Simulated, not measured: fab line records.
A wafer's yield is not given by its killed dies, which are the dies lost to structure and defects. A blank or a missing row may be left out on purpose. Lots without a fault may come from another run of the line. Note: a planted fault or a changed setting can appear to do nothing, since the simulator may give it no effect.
What tool caused it? || flow n5 finfet || Sampling: 24 lots, 72 wafers, 4 of 1938 route steps

## WHAT THE GAUGES READ, wafer by wafer
N5_MIM_TOP_LITHO_OVL_MEAS_11. Usual: for MIM_TOP_OVL the level is 4 nm and the standard deviation is 6.1.
{"lot": "L074", "measured": "day 11 08:43", "on": "overlay-01", "MIM_TOP_OVL (nm)": "0 14 8", "flag": ""}
{"lot": "L075", "measured": "day 12 10:29", "on": "overlay-01", "MIM_TOP_OVL (nm)": "5 7 9", "flag": ""}
{"lot": "L078", "measured": "day 12 18:31", "on": "overlay-01", "MIM_TOP_OVL (nm)": "-9 -3 -6", "flag": ""}
{"lot": "L076", "measured": "day 13 01:13", "on": "overlay-02", "MIM_TOP_OVL (nm)": "6 3 2", "flag": ""}
{"lot": "L077", "measured": "day 13 09:41", "on": "overlay-01", "MIM_TOP_OVL (nm)": "2 3 2", "flag": ""}
{"lot": "L079", "measured": "day 13 09:50", "on": "overlay-02", "MIM_TOP_OVL (nm)": "2 8 14", "flag": ""}
{"lot": "L080", "measured": "day 13 14:13", "on": "overlay-01", "MIM_TOP_OVL (nm)": "9 4 7", "flag": ""}
{"lot": "L081", "measured": "day 13 21:54", "on": "overlay-01", "MIM_TOP_OVL (nm)": "5 -2 11", "flag": ""}
{"lot": "L082", "measured": "day 13 22:26", "on": "overlay-02", "MIM_TOP_OVL (nm)": "3 3 -4", "flag": ""}
{"lot": "L083", "measured": "day 14 07:30", "on": "overlay-02", "MIM_TOP_OVL (nm)": "9 -2 3", "flag": ""}
{"lot": "L085", "measured": "day 14 17:56", "on": "overlay-02", "MIM_TOP_OVL (nm)": "-6 -3 -6", "flag": ""}
{"lot": "L084", "measured": "day 14 22:46", "on": "overlay-01", "MIM_TOP_OVL (nm)": "6 16 15", "flag": ""}
{"lot": "L087", "measured": "day 14 22:55", "on": "overlay-01", "MIM_TOP_OVL (nm)": "-9 0 0", "flag": ""}
{"lot": "L086", "measured": "day 15 04:20", "on": "overlay-02", "MIM_TOP_OVL (nm)": "13 8 14", "flag": ""}
{"lot": "L091", "measured": "day 16 15:41", "on": "overlay-02", "MIM_TOP_OVL (nm)": "5 8 3", "flag": ""}
{"lot": "L089", "measured": "day 16 23:44", "on": "overlay-01", "MIM_TOP_OVL (nm)": "5 14 9", "flag": ""}
{"lot": "L090", "measured": "day 17 00:07", "on": "overlay-01", "MIM_TOP_OVL (nm)": "-8 1 2", "flag": ""}
{"lot": "L093", "measured": "day 17 01:05", "on": "overlay-01", "MIM_TOP_OVL (nm)": "-4 -3 -5", "flag": ""}
{"lot": "L092", "measured": "day 17 05:54", "on": "overlay-01", "MIM_TOP_OVL (nm)": "-5 -3 2", "flag": ""}
{"lot": "L088", "measured": "day 17 06:13", "on": "overlay-01", "MIM_TOP_OVL (nm)": "3 11 0", "flag": ""}
{"lot": "L094", "measured": "day 17 10:49", "on": "overlay-01", "MIM_TOP_OVL (nm)": "2 5 -1", "flag": ""}
{"lot": "L095", "measured": "day 17 22:20", "on": "overlay-01", "MIM_TOP_OVL (nm)": "8 8 14", "flag": ""}
{"lot": "L096", "measured": "day 17 23:21", "on": "overlay-01", "MIM_TOP_OVL (nm)": "9 7 3", "flag": ""}
{"lot": "L097", "measured": "day 18 10:22", "on": "overlay-02", "MIM_TOP_OVL (nm)": "8 8 10", "flag": ""}

N5_MIM_BOT_LITHO_INSPECT_12: inspects for defects (macro). Usual: 2.0 for raw defect count, sd 1.4.
{"lot": "L074", "measured": "day 11 09:28", "on": "defect inspect-02", "raw defect count": "3 2 3", "flag": ""}
{"lot": "L075", "measured": "day 12 12:10", "on": "defect inspect-01", "raw defect count": "1 0 0", "flag": ""}
{"lot": "L078", "measured": "day 12 19:37", "on": "defect inspect-01", "raw defect count": "1 3 0", "flag": ""}
{"lot": "L076", "measured": "day 13 02:05", "on": "defect inspect-01", "raw defect count": "6 2 1", "flag": ""}
{"lot": "L077", "measured": "day 13 10:28", "on": "defect inspect-02", "raw defect count": "1 1 0", "flag": ""}
{"lot": "L079", "measured": "day 13 10:43", "on": "defect inspect-02", "raw defect count": "1 1 2", "flag": ""}
{"lot": "L080", "measured": "day 13 15:17", "on": "defect inspect-02", "raw defect count": "0 3 1", "flag": ""}
{"lot": "L081", "measured": "day 13 23:08", "on": "defect inspect-01", "raw defect count": "2 3 1", "flag": ""}
{"lot": "L082", "measured": "day 13 23:25", "on": "defect inspect-01", "raw defect count": "3 5 3", "flag": ""}
{"lot": "L083", "measured": "day 14 08:26", "on": "defect inspect-01", "raw defect count": "3 2 0", "flag": ""}
{"lot": "L085", "measured": "day 14 18:42", "on": "defect inspect-02", "raw defect count": "1 0 4", "flag": ""}
{"lot": "L084", "measured": "day 14 23:32", "on": "defect inspect-02", "raw defect count": "2 4 2", "flag": ""}
{"lot": "L087", "measured": "day 14 23:50", "on": "defect inspect-01", "raw defect count": "3 0 2", "flag": ""}
{"lot": "L086", "measured": "day 15 05:16", "on": "defect inspect-02", "raw defect count": "2 1 1", "flag": ""}
{"lot": "L091", "measured": "day 16 16:43", "on": "defect inspect-01", "raw defect count": "2 1 1", "flag": ""}
{"lot": "L089", "measured": "day 17 00:48", "on": "defect inspect-02", "raw defect count": "1 2 2", "flag": ""}
{"lot": "L090", "measured": "day 17 01:12", "on": "defect inspect-02", "raw defect count": "4 1 1", "flag": ""}
{"lot": "L093", "measured": "day 17 01:59", "on": "defect inspect-01", "raw defect count": "5 3 3", "flag": ""}
{"lot": "L092", "measured": "day 17 06:49", "on": "defect inspect-02", "raw defect count": "2 3 3", "flag": ""}
{"lot": "L088", "measured": "day 17 07:08", "on": "defect inspect-01", "raw defect count": "2 3 5", "flag": ""}
{"lot": "L094", "measured": "day 17 11:45", "on": "defect inspect-01", "raw defect count": "1 5 1", "flag": ""}
{"lot": "L095", "measured": "day 17 23:05", "on": "defect inspect-02", "raw defect count": "1 0 3", "flag": ""}
{"lot": "L096", "measured": "day 18 00:12", "on": "defect inspect-01", "raw defect count": "4 3 4", "flag": ""}
{"lot": "L097", "measured": "day 18 11:08", "on": "defect inspect-01", "raw defect count": "3 1 1", "flag": ""}

## WHAT TOOL EACH LOT RAN ON (gives the tool, then ch and the chambers of the sampled wafers, and finally the start)
{"lot": "L074", "N5_MIM_BOT_DEGAS_01": "pvd sputter-03, day 11 07:34", "N5_MIM_TOP_ETCH_ETCH_00": "rie metal-01 ch 0,1, day 11 08:52"}
{"lot": "L075", "N5_MIM_BOT_DEGAS_01": "pvd sputter-02, day 12 09:25", "N5_MIM_TOP_ETCH_ETCH_00": "rie metal-02 ch 0,1, day 12 11:32"}
{"lot": "L078", "N5_MIM_BOT_DEGAS_01": "pvd sputter-03, day 12 16:56", "N5_MIM_TOP_ETCH_ETCH_00": "rie metal-01 ch 0,1, day 12 18:55"}
{"lot": "L076", "N5_MIM_BOT_DEGAS_01": "pvd sputter-01, day 12 23:01", "N5_MIM_TOP_ETCH_ETCH_00": "rie metal-02 ch 0,1, day 13 01:21"}
{"lot": "L077", "N5_MIM_BOT_DEGAS_01": "pvd sputter-01, day 13 08:21", "N5_MIM_TOP_ETCH_ETCH_00": "rie metal-01 ch 0,1, day 13 09:51"}
{"lot": "L079", "N5_MIM_BOT_DEGAS_01": "pvd sputter-03, day 13 08:31", "N5_MIM_TOP_ETCH_ETCH_00": "rie metal-02 ch 0,1, day 13 10:01"}
{"lot": "L080", "N5_MIM_BOT_DEGAS_01": "pvd sputter-02, day 13 11:40", "N5_MIM_TOP_ETCH_ETCH_00": "rie metal-01 ch 0,1, day 13 14:25"}
{"lot": "L081", "N5_MIM_BOT_DEGAS_01": "pvd sputter-03, day 13 20:23", "N5_MIM_TOP_ETCH_ETCH_00": "rie metal-01 ch 0,1, day 13 22:26"}
{"lot": "L082", "N5_MIM_BOT_DEGAS_01": "pvd sputter-03, day 13 21:14", "N5_MIM_TOP_ETCH_ETCH_00": "rie metal-01 ch 0,1, day 13 22:38"}
{"lot": "L083", "N5_MIM_BOT_DEGAS_01": "pvd sputter-02, day 14 05:55", "N5_MIM_TOP_ETCH_ETCH_00": "rie metal-01 ch 0,1, day 14 07:44"}
{"lot": "L085", "N5_MIM_BOT_DEGAS_01": "pvd sputter-02, day 14 16:39", "N5_MIM_TOP_ETCH_ETCH_00": "rie metal-02 ch 0,1, day 14 18:05"}
{"lot": "L084", "N5_MIM_BOT_DEGAS_01": "pvd sputter-01, day 14 21:21", "N5_MIM_TOP_ETCH_ETCH_00": "rie metal-02 ch 0,1, day 14 22:55"}
{"lot": "L087", "N5_MIM_BOT_DEGAS_01": "pvd sputter-01, day 14 21:34", "N5_MIM_TOP_ETCH_ETCH_00": "rie metal-01 ch 0,1, day 14 23:05"}
{"lot": "L086", "N5_MIM_BOT_DEGAS_01": "pvd sputter-01, day 15 03:08", "N5_MIM_TOP_ETCH_ETCH_00": "rie metal-01 ch 0,1, day 15 04:29"}
{"lot": "L091", "N5_MIM_BOT_DEGAS_01": "pvd sputter-01, day 16 12:04", "N5_MIM_TOP_ETCH_ETCH_00": "rie metal-01 ch 0,1, day 16 15:56"}
{"lot": "L089", "N5_MIM_BOT_DEGAS_01": "pvd sputter-03, day 16 22:30", "N5_MIM_TOP_ETCH_ETCH_00": "rie metal-01 ch 0,1, day 17 00:10"}
{"lot": "L090", "N5_MIM_BOT_DEGAS_01": "pvd sputter-03, day 16 22:55", "N5_MIM_TOP_ETCH_ETCH_00": "rie metal-03 ch 0,1, day 17 00:25"}
{"lot": "L093", "N5_MIM_BOT_DEGAS_01": "pvd sputter-02, day 16 23:14", "N5_MIM_TOP_ETCH_ETCH_00": "rie metal-03 ch 0,1, day 17 01:13"}
{"lot": "L092", "N5_MIM_BOT_DEGAS_01": "pvd sputter-01, day 17 04:17", "N5_MIM_TOP_ETCH_ETCH_00": "rie metal-03 ch 0,1, day 17 06:05"}
{"lot": "L088", "N5_MIM_BOT_DEGAS_01": "pvd sputter-01, day 17 04:40", "N5_MIM_TOP_ETCH_ETCH_00": "rie metal-02 ch 0,1, day 17 06:22"}
{"lot": "L094", "N5_MIM_BOT_DEGAS_01": "pvd sputter-03, day 17 09:44", "N5_MIM_TOP_ETCH_ETCH_00": "rie metal-03 ch 0,1, day 17 11:03"}
{"lot": "L095", "N5_MIM_BOT_DEGAS_01": "pvd sputter-03, day 17 19:19", "N5_MIM_TOP_ETCH_ETCH_00": "rie metal-03 ch 0,1, day 17 22:29"}
{"lot": "L096", "N5_MIM_BOT_DEGAS_01": "pvd sputter-02, day 17 22:17", "N5_MIM_TOP_ETCH_ETCH_00": "rie metal-01 ch 0,1, day 17 23:29"}
{"lot": "L097", "N5_MIM_BOT_DEGAS_01": "pvd sputter-03, day 18 08:45", "N5_MIM_TOP_ETCH_ETCH_00": "rie metal-02 ch 0,1, day 18 10:34"}
- N5_MIM_BOT_DEGAS_01: time 60 s.
- N5_MIM_TOP_ETCH_ETCH_00: etches TiN in Cl2/BCl3, target depth 38.5 nm.

## WHAT THE TOOLS THEMSELVES READ (means of the sampled wafers that have a number; where no wafer has one, the mark that the record gives instead)
N5_MIM_BOT_DEGAS_01. Usual: 461 W for heater power w, sd 51.
{"lot": "L074", "tool": "pvd sputter-03", "heater power w (W)": 499, "flag": ""}
{"lot": "L075", "tool": "pvd sputter-02", "heater power w (W)": 426, "flag": ""}
{"lot": "L078", "tool": "pvd sputter-03", "heater power w (W)": 411, "flag": ""}
{"lot": "L076", "tool": "pvd sputter-01", "heater power w (W)": 473, "flag": ""}
{"lot": "L077", "tool": "pvd sputter-01", "heater power w (W)": 464, "flag": ""}
{"lot": "L079", "tool": "pvd sputter-03", "heater power w (W)": 524, "flag": ""}
{"lot": "L080", "tool": "pvd sputter-02", "heater power w (W)": 421, "flag": ""}
{"lot": "L081", "tool": "pvd sputter-03", "heater power w (W)": 485, "flag": ""}
{"lot": "L082", "tool": "pvd sputter-03", "heater power w (W)": 505, "flag": ""}
{"lot": "L083", "tool": "pvd sputter-02", "heater power w (W)": 437, "flag": ""}
{"lot": "L085", "tool": "pvd sputter-02", "heater power w (W)": 423, "flag": ""}
{"lot": "L084", "tool": "pvd sputter-01", "heater power w (W)": 501, "flag": ""}
{"lot": "L087", "tool": "pvd sputter-01", "heater power w (W)": 443, "flag": ""}
{"lot": "L086", "tool": "pvd sputter-01", "heater power w (W)": 499, "flag": ""}
{"lot": "L091", "tool": "pvd sputter-01", "heater power w (W)": 462, "flag": ""}
{"lot": "L089", "tool": "pvd sputter-03", "heater power w (W)": 450, "flag": ""}
{"lot": "L090", "tool": "pvd sputter-03", "heater power w (W)": 454, "flag": ""}
{"lot": "L093", "tool": "pvd sputter-02", "heater power w (W)": 440, "flag": ""}
{"lot": "L092", "tool": "pvd sputter-01", "heater power w (W)": 426, "flag": ""}
{"lot": "L088", "tool": "pvd sputter-01", "heater power w (W)": 481, "flag": ""}
{"lot": "L094", "tool": "pvd sputter-03", "heater power w (W)": 407, "flag": ""}
{"lot": "L095", "tool": "pvd sputter-03", "heater power w (W)": 444, "flag": ""}
{"lot": "L096", "tool": "pvd sputter-02", "heater power w (W)": 449, "flag": ""}
{"lot": "L097", "tool": "pvd sputter-03", "heater power w (W)": 432, "flag": ""}

N5_MIM_TOP_ETCH_ETCH_00. Usual: drypump motor current A 5.7 A, standard deviation 0.44; he backside leak sccm 3.38 sccm, standard deviation 0.19; oes_ar_750_au 0.80 a.u., standard deviation 0.05; oes product au 0.79 a.u., standard deviation 0.053; throttle valve pct 22.59 %, standard deviation 0.16.
{"lot": "L074", "tool": "rie metal-01", "drypump motor current A (A)": 6.1, "he backside leak sccm (sccm)": 3.45, "oes_ar_750_au (a.u.)": 0.81, "oes product au (a.u.)": 0.81, "throttle valve pct (%)": 22.57, "flag": ""}
{"lot": "L075", "tool": "rie metal-02", "drypump motor current A (A)": 5.5, "he backside leak sccm (sccm)": 3.37, "oes_ar_750_au (a.u.)": 0.83, "oes product au (a.u.)": 0.83, "throttle valve pct (%)": 22.60, "flag": ""}
{"lot": "L078", "tool": "rie metal-01", "drypump motor current A (A)": 5.9, "he backside leak sccm (sccm)": 3.26, "oes_ar_750_au (a.u.)": 0.82, "oes product au (a.u.)": 0.82, "throttle valve pct (%)": 22.62, "flag": ""}
{"lot": "L076", "tool": "rie metal-02", "drypump motor current A (A)": 5.6, "he backside leak sccm (sccm)": 3.29, "oes_ar_750_au (a.u.)": 0.87, "oes product au (a.u.)": 0.88, "throttle valve pct (%)": 22.43, "flag": ""}
{"lot": "L077", "tool": "rie metal-01", "drypump motor current A (A)": 6.1, "he backside leak sccm (sccm)": 3.37, "oes_ar_750_au (a.u.)": 0.80, "oes product au (a.u.)": 0.79, "throttle valve pct (%)": 22.59, "flag": ""}
{"lot": "L079", "tool": "rie metal-02", "drypump motor current A (A)": 5.6, "he backside leak sccm (sccm)": 3.27, "oes_ar_750_au (a.u.)": 0.86, "oes product au (a.u.)": 0.86, "throttle valve pct (%)": 22.44, "flag": ""}
{"lot": "L080", "tool": "rie metal-01", "drypump motor current A (A)": 6.1, "he backside leak sccm (sccm)": 3.42, "oes_ar_750_au (a.u.)": 0.80, "oes product au (a.u.)": 0.79, "throttle valve pct (%)": 22.58, "flag": ""}
{"lot": "L081", "tool": "rie metal-01", "drypump motor current A (A)": 5.9, "he backside leak sccm (sccm)": 3.25, "oes_ar_750_au (a.u.)": 0.81, "oes product au (a.u.)": 0.82, "throttle valve pct (%)": 22.63, "flag": ""}
{"lot": "L082", "tool": "rie metal-01", "drypump motor current A (A)": 5.9, "he backside leak sccm (sccm)": 3.32, "oes_ar_750_au (a.u.)": 0.81, "oes product au (a.u.)": 0.81, "throttle valve pct (%)": 22.63, "flag": ""}
{"lot": "L083", "tool": "rie metal-01", "drypump motor current A (A)": 5.9, "he backside leak sccm (sccm)": 3.38, "oes_ar_750_au (a.u.)": 0.81, "oes product au (a.u.)": 0.82, "throttle valve pct (%)": 22.62, "flag": ""}
{"lot": "L085", "tool": "rie metal-02", "drypump motor current A (A)": 5.5, "he backside leak sccm (sccm)": 3.35, "oes_ar_750_au (a.u.)": 0.81, "oes product au (a.u.)": 0.81, "throttle valve pct (%)": 22.61, "flag": ""}
{"lot": "L084", "tool": "rie metal-02", "drypump motor current A (A)": 5.5, "he backside leak sccm (sccm)": 3.48, "oes_ar_750_au (a.u.)": 0.82, "oes product au (a.u.)": 0.80, "throttle valve pct (%)": 22.62, "flag": ""}
{"lot": "L087", "tool": "rie metal-01", "drypump motor current A (A)": 5.9, "he backside leak sccm (sccm)": 3.36, "oes_ar_750_au (a.u.)": 0.80, "oes product au (a.u.)": 0.81, "throttle valve pct (%)": 22.62, "flag": ""}
{"lot": "L086", "tool": "rie metal-01", "drypump motor current A (A)": 5.9, "he backside leak sccm (sccm)": 3.25, "oes_ar_750_au (a.u.)": 0.80, "oes product au (a.u.)": 0.81, "throttle valve pct (%)": 22.63, "flag": ""}
{"lot": "L091", "tool": "rie metal-01", "drypump motor current A (A)": 6.1, "he backside leak sccm (sccm)": 3.38, "oes_ar_750_au (a.u.)": 0.79, "oes product au (a.u.)": 0.78, "throttle valve pct (%)": 22.59, "flag": ""}
{"lot": "L089", "tool": "rie metal-01", "drypump motor current A (A)": 6.1, "he backside leak sccm (sccm)": 3.37, "oes_ar_750_au (a.u.)": 0.78, "oes product au (a.u.)": 0.77, "throttle valve pct (%)": 22.60, "flag": ""}
{"lot": "L090", "tool": "rie metal-03", "drypump motor current A (A)": 5.6, "he backside leak sccm (sccm)": 3.53, "oes_ar_750_au (a.u.)": 0.73, "oes product au (a.u.)": 0.73, "throttle valve pct (%)": 22.69, "flag": ""}
{"lot": "L093", "tool": "rie metal-03", "drypump motor current A (A)": 5.6, "he backside leak sccm (sccm)": 3.35, "oes_ar_750_au (a.u.)": 0.73, "oes product au (a.u.)": 0.73, "throttle valve pct (%)": 22.69, "flag": ""}
{"lot": "L092", "tool": "rie metal-03", "drypump motor current A (A)": 5.6, "he backside leak sccm (sccm)": 3.48, "oes_ar_750_au (a.u.)": 0.73, "oes product au (a.u.)": 0.73, "throttle valve pct (%)": 22.69, "flag": ""}
{"lot": "L088", "tool": "rie metal-02", "drypump motor current A (A)": 5.5, "he backside leak sccm (sccm)": 3.35, "oes_ar_750_au (a.u.)": 0.79, "oes product au (a.u.)": 0.80, "throttle valve pct (%)": 22.61, "flag": ""}
{"lot": "L094", "tool": "rie metal-03", "drypump motor current A (A)": 5.3, "he backside leak sccm (sccm)": 3.45, "oes_ar_750_au (a.u.)": 0.73, "oes product au (a.u.)": 0.73, "throttle valve pct (%)": 22.62, "flag": ""}
{"lot": "L095", "tool": "rie metal-03", "drypump motor current A (A)": 5.3, "he backside leak sccm (sccm)": 3.26, "oes_ar_750_au (a.u.)": 0.73, "oes product au (a.u.)": 0.73, "throttle valve pct (%)": 22.63, "flag": ""}
{"lot": "L096", "tool": "rie metal-01", "drypump motor current A (A)": 6.1, "he backside leak sccm (sccm)": 3.47, "oes_ar_750_au (a.u.)": 0.78, "oes product au (a.u.)": 0.77, "throttle valve pct (%)": 22.60, "flag": ""}
{"lot": "L097", "tool": "rie metal-02", "drypump motor current A (A)": 5.6, "he backside leak sccm (sccm)": 3.32, "oes_ar_750_au (a.u.)": 0.82, "oes product au (a.u.)": 0.82, "throttle valve pct (%)": 22.45, "flag": ""}

## THE ANSWER, worked out from the rows above alone
Rule: a lot counts as off when the mean over its wafers that have a number is more than 3 standard deviations away from the usual mean. A lot without any number at a reading at which 4 lots or more have one is off too. Where the step has rows for the other lots, those lots are counted as sound. Order of review: gauges by route order, followed by the tools' own readings, for which a lot's mean as printed above is used. The first step at which some lot is off is used, and at that step the reading that is off furthest; a lot without a number counts as furthest.
Across all readings shown, no lot is off: no conclusion can be drawn from this.

## WHAT THE SIMULATOR HAD INSERTED
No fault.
